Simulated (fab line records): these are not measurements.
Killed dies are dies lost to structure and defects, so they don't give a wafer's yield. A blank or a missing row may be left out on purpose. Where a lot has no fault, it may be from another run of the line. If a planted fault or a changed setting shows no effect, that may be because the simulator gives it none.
Which tool was responsible? | flow nandHarc | 36 wafers from 12 lots sampled at 6 of the route's 1302 steps

== WHAT THE GAUGES SHOWED, per wafer ==
NHARC_P_GATE_INSPECT_68.
lot  | measured     | on               | rawDefectCount
L624 | day 5 23:40  | defectInspect-02 | 215 302 150
L625 | day 6 07:03  | defectInspect-01 | 73 172 278
L626 | day 6 19:28  | defectInspect-02 | 156 200 159
L627 | day 6 23:15  | defectInspect-02 | 262 338 338
L628 | day 7 14:50  | defectInspect-02 | 256 167 206
L630 | day 8 10:12  | defectInspect-02 | 158 212 155
L638 | day 11 19:55 | defectInspect-02 | 1352 1427 1369
L639 | day 12 05:34 | defectInspect-01 | 1400 1483 1424
L643 | day 13 23:10 | defectInspect-01 | 241 163 110
L645 | day 14 11:36 | defectInspect-02 | 119 169 91
L647 | day 15 17:41 | defectInspect-02 | 207 236 159
L646 | day 15 18:28 | defectInspect-01 | 193 159 183

NHARC_END_SORT_01.
lot  | measured     | on        | killedAtArray | killedAtOther | killedAtPeriphery | killedDies  | killedOpen | killedShort
L638 | day 30 12:36 | prober-02 | 46 40 45      | 1 0 0         | 106 96 112        | 153 136 157 | 3 3 5      | 2 3 3
L639 | day 31 05:57 | prober-01 | 47 47 52      | 0 1 0         | 110 94 95         | 157 142 147 | 1 3 2      | 1 2 0

== EACH LOT AND THE TOOL THAT RAN IT (in order: tool; ch and the chambers of the sampled wafers; start) ==
lot  | NHARC_P_GATE_ETCH_114             | NHARC_P_GATE_STRIP_75               | NHARC_P_GATE_RTA_64             | NHARC_P_GATE_RTA_82
L624 | rieDiel-01 ch 0,2,3, day 5 05:00  | plasmaAsher-01 ch 0,1, day 5 18:06  | rtpAnneal-01 ch 0, day 5 22:26  | rtpAnneal-02 ch 0, day 5 23:29
L625 | rieDiel-10 ch 0,2,3, day 5 13:00  | plasmaAsher-02 ch 0,1, day 6 01:29  | rtpAnneal-02 ch 0, day 6 05:48  | rtpAnneal-01 ch 0, day 6 06:52
L626 | rieDiel-01 ch 0,1,2, day 6 01:00  | plasmaAsher-01 ch 0,1, day 6 14:01  | rtpAnneal-01 ch 0, day 6 18:13  | rtpAnneal-01 ch 0, day 6 19:16
L627 | rieDiel-10 ch 2,3, day 6 05:00    | plasmaAsher-01 ch 0,1, day 6 17:41  | rtpAnneal-02 ch 0, day 6 22:01  | rtpAnneal-02 ch 0, day 6 23:05
L628 | rieDiel-03 ch 1,2, day 6 18:00    | plasmaAsher-01 ch 0,1, day 7 09:04  | rtpAnneal-02 ch 0, day 7 13:35  | rtpAnneal-01 ch 0, day 7 14:40
L630 | rieDiel-01 ch 1,2,3, day 7 16:00  | plasmaAsher-02 ch 0, day 8 04:28    | rtpAnneal-02 ch 0, day 8 08:56  | rtpAnneal-02 ch 0, day 8 10:02
L638 | rieDiel-01 ch 0,2,3, day 11 02:00 | plasmaAsher-01 ch 0,1, day 11 14:23 | rtpAnneal-01 ch 0, day 11 18:43 | rtpAnneal-01 ch 0, day 11 19:46
L639 | rieDiel-01 ch 0,1,2, day 11 11:00 | plasmaAsher-02 ch 0,1, day 11 23:57 | rtpAnneal-01 ch 0, day 12 04:22 | rtpAnneal-02 ch 0, day 12 05:26
L643 | rieDiel-10 ch 1,2,3, day 13 05:00 | plasmaAsher-01 ch 0,1, day 13 17:29 | rtpAnneal-01 ch 0, day 13 21:55 | rtpAnneal-02 ch 0, day 13 22:58
L645 | rieDiel-03 ch 1,2, day 13 17:00   | plasmaAsher-02 ch 0,1, day 14 05:54 | rtpAnneal-02 ch 0, day 14 10:26 | rtpAnneal-02 ch 0, day 14 11:29
L647 | rieDiel-03 ch 0,3, day 14 20:00   | plasmaAsher-02 ch 0, day 15 08:37   | rtpAnneal-02 ch 0, day 15 16:28 | rtpAnneal-01 ch 0, day 15 17:31
L646 | rieDiel-10 ch 0,2, day 14 20:00   | plasmaAsher-02 ch 0,1, day 15 09:16 | rtpAnneal-02 ch 0, day 15 17:13 | rtpAnneal-01 ch 0, day 15 18:17
- NHARC_P_GATE_ETCH_114: etches the open film in CF4/O2, target depth 30 nm, overetch 3 nm, time 16.5 s.
- NHARC_P_GATE_STRIP_75: strips in O2.
- NHARC_P_GATE_RTA_64: time 1 s.
- NHARC_P_GATE_RTA_82: time 30 s.

== AS READ BY THE TOOLS THEMSELVES (means over the sampled wafers that have a number; for cases with no such wafer, the mark the record gives instead) ==
NHARC_P_GATE_ETCH_114.
lot  | tool       | drypumpMotorCurrentA (A) | oesProductAu (a.u.) | rfVppV (V) | showerheadPlenumPTorr (Torr) | throttleValvePct (%)
L624 | rieDiel-01 | 5.7                      | 0.996               | 198.2      | 1.35                         | 13.396
L625 | rieDiel-10 | 5.7                      | 1.001               | 198.2      | 1.33                         | 13.395
L626 | rieDiel-01 | 5.9                      | 0.991               | 197.3      | 1.30                         | 13.392
L627 | rieDiel-10 | 5.6                      | 1.004               | 196.3      | 1.31                         | 13.397
L628 | rieDiel-03 | 5.1                      | 1.006               | 199.2      | 1.38                         | 13.391
L630 | rieDiel-01 | 5.5                      | 0.999               | 196.9      | 1.31                         | 13.395
L638 | rieDiel-01 | 5.7                      | 1.003               | 198.3      | 1.35                         | 13.398
L639 | rieDiel-01 | 5.9                      | 1.001               | 196.5      | 1.30                         | 13.401
L643 | rieDiel-10 | 5.6                      | 1.003               | 196.7      | 1.30                         | 13.401
L645 | rieDiel-03 | 5.4                      | 0.999               | 199.1      | 1.40                         | 13.405
L647 | rieDiel-03 | 5.8                      | 1.007               | 197.8      | 1.34                         | 13.396
L646 | rieDiel-10 | 5.8                      | 1.002               | 198.0      | 1.37                         | 13.399

NHARC_P_GATE_STRIP_75.
lot  | tool           | drypumpMotorCurrentA (A) | heaterPowerW (W)
L624 | plasmaAsher-01 | 5.47                     | 347
L625 | plasmaAsher-02 | 5.59                     | 330
L626 | plasmaAsher-01 | 5.50                     | 344
L627 | plasmaAsher-01 | 5.48                     | 343
L628 | plasmaAsher-01 | 5.48                     | 339
L630 | plasmaAsher-02 | 5.43                     | 347
L638 | plasmaAsher-01 | 5.49                     | 344
L639 | plasmaAsher-02 | 5.58                     | 343
L643 | plasmaAsher-01 | 5.47                     | 351
L645 | plasmaAsher-02 | 5.60                     | 340
L647 | plasmaAsher-02 | 5.39                     | 356
L646 | plasmaAsher-02 | 5.78                     | 329

NHARC_P_GATE_RTA_64.
lot  | tool         | lampPowerPct (%) | wafer_temp_C_max
L624 | rtpAnneal-01 | 35.7             | 1055.3
L625 | rtpAnneal-02 | 30.6             | 1055.0
L626 | rtpAnneal-01 | 35.7             | 1054.9
L627 | rtpAnneal-02 | 30.7             | 1055.2
L628 | rtpAnneal-02 | 30.7             | 1053.9
L630 | rtpAnneal-02 | 30.6             | 1055.3
L638 | rtpAnneal-01 | 35.7             | 1055.4
L639 | rtpAnneal-01 | 35.7             | 1055.8
L643 | rtpAnneal-01 | 35.7             | 1055.1
L645 | rtpAnneal-02 | 30.6             | 1054.1
L647 | rtpAnneal-02 | 30.6             | 1054.5
L646 | rtpAnneal-02 | 30.7             | 1054.6

NHARC_P_GATE_RTA_82.
lot  | tool         | lampPowerPct (%) | wafer_temp_C_max
L624 | rtpAnneal-02 | 3.59             | 452.0
L625 | rtpAnneal-01 | 4.18             | 452.4
L626 | rtpAnneal-01 | 4.18             | 452.6
L627 | rtpAnneal-02 | 3.59             | 451.6
L628 | rtpAnneal-01 | 4.18             | 452.5
L630 | rtpAnneal-02 | 3.59             | 451.8
L638 | rtpAnneal-01 | 4.18             | 451.8
L639 | rtpAnneal-02 | 3.59             | 451.7
L643 | rtpAnneal-02 | 3.59             | 451.9
L645 | rtpAnneal-02 | 3.59             | 451.9
L647 | rtpAnneal-01 | 4.19             | 452.2
L646 | rtpAnneal-01 | 4.18             | 452.0

== THE ANSWER, worked out from the rows above alone ==
Rule: what is usual is taken from the lots themselves. Put in order of their means at a reading, lots are off if they are a third of the lots or fewer, leave a main group of 4 or more, and stand apart from it by a gap of 3 or more times the standard deviation of the main group's means; of several such gaps the widest counts. Not used: any main group whose means are identical at the precision the tables above print for the reading. A lot without any number at a reading at which 4 lots or more have one is off too. Where the step has rows for the other lots, those lots are counted as sound. Order of review: gauges by route order, followed by the tools' own readings, for which a lot's mean as printed above is used. The first step at which some lot is off is used, and at that step the reading that is off furthest; a lot without a number counts as furthest.
Off: L638, L639 (NHARC_P_GATE_INSPECT_68, rawDefectCount). Mean 194 and standard deviation 47 in the main group.
A tool fits if, at a process step before that reading, it ran every lot that is off, and no sound lot after the first of them. Those tools and the gauges at NHARC_P_GATE_INSPECT_68 are tried in the same way. One fits: NHARC_P_GATE_ETCH_114 on rieDiel-01. Its last sound lot is L630 (day 7 16:00), its first lot that is off L638 (day 11 02:00): a fault that began between those two fits.

== WHAT THE SIMULATOR HAD INSERTED ==
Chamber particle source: rieDiel-01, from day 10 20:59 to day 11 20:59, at NHARC_P_GATE_ETCH_114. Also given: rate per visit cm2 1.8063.
Lots struck among those shown: L638, L639. The rule given above showed the same thing.
